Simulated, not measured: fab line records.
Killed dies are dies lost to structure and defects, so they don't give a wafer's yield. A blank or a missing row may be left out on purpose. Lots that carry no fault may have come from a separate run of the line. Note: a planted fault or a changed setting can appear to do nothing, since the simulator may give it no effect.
Chamber matching    flow n5Finfet    N5_BEOL_M11_STRIP_36 on rieDiel-02 has 4 sister chambers
The step strips in N2/H2. 24 wafers are shown with their chamber, then 12 later ones without.

## WAFERS WITH THEIR CHAMBER
wafer   chamber  showerheadPlenumPTorr (Torr)  throttleValvePct (%)  drypumpMotorCurrentA (A)
L075.2  2        2.64                          23.7                  5.7
L075.4  0        2.57                          24.0                  5.6
L075.5  2        2.64                          23.7                  5.8
L079.1  2        2.64                          23.7                  5.7
L079.4  3        2.71                          23.5                  5.7
L079.6  2        2.64                          23.7                  5.7
L080.2  1        2.57                          24.0                  6.0
L080.3  2        2.64                          23.7                  5.7
L080.4  3        2.71                          23.5                  5.7
L082.3  2        2.64                          23.7                  5.7
L082.4  1        2.57                          24.1                  6.0
L082.6  3        2.70                          23.5                  5.7
L081.3  0        2.56                          24.0                  5.6
L081.4  3        2.70                          23.5                  5.8
L081.6  3        2.70                          23.6                  5.7
L086.1  1        2.57                          24.1                  6.1
L086.2  2        2.64                          23.7                  5.7
L086.3  0        2.56                          24.0                  5.6
L085.2  2        2.63                          23.7                  5.7
L085.4  1        2.57                          24.1                  6.0
L085.6  2        2.63                          23.7                  5.7
L087.1  3        2.70                          23.5                  5.7
L087.2  2        2.63                          23.7                  5.7
L087.5  0        2.56                          24.0                  5.6

SIGNATURES (means of the wafers above)
reading                chamber 0  chamber 1  chamber 2  chamber 3  scatter within a chamber
showerheadPlenumPTorr  2.5625     2.5700     2.6370     2.7033     0.00457
throttleValvePct       24.000     24.075     23.700     23.517     0.0281
drypumpMotorCurrentA   5.600      6.025      5.710      5.717      0.0352
Rule: a wafer's distance from a chamber is the root of the sum, over the readings, of the square of ((its reading less the chamber's mean) divided by the reading's scatter). The wafer belongs to the nearest chamber; if the next one is less than 2 further off, it can't be placed. The scatter is the square root of a quotient: the sum, over the shown wafers, of each reading's squared deviation from its chamber's mean, divided by wafers minus chambers.

## WAFERS WHOSE CHAMBER IS MISSING
wafer   showerheadPlenumPTorr (Torr)  throttleValvePct (%)  drypumpMotorCurrentA (A)
L088.1  2.63                          23.7                  5.7
L088.4  2.56                          24.1                  6.0
L088.5  2.63                          23.7                  5.7
L093.2  2.55                          24.0                  5.6
L093.4  2.56                          24.1                  6.1
L093.6  2.56                          24.1                  6.1
L076.2  2.56                          24.1                  6.1
L076.3  2.55                          24.0                  5.6
L076.5  2.56                          24.1                  6.0
L096.1  2.62                          23.7                  5.8
L096.3  2.55                          24.1                  6.0
L096.4  2.55                          24.0                  5.6

## THE CHAMBER EACH PASSED THROUGH
wafer   from the rows above  in truth
L088.1  2                    2
L088.4  1                    1
L088.5  2                    2
L093.2  0                    0
L093.4  1                    1
L093.6  1                    1
L076.2  1                    1
L076.3  0                    0
L076.5  1                    1
L096.1  2                    2
L096.3  1                    1
L096.4  0                    0
Placed correctly: 12 of 12. Not placeable from these rows: 0. Wrongly placed: 0.
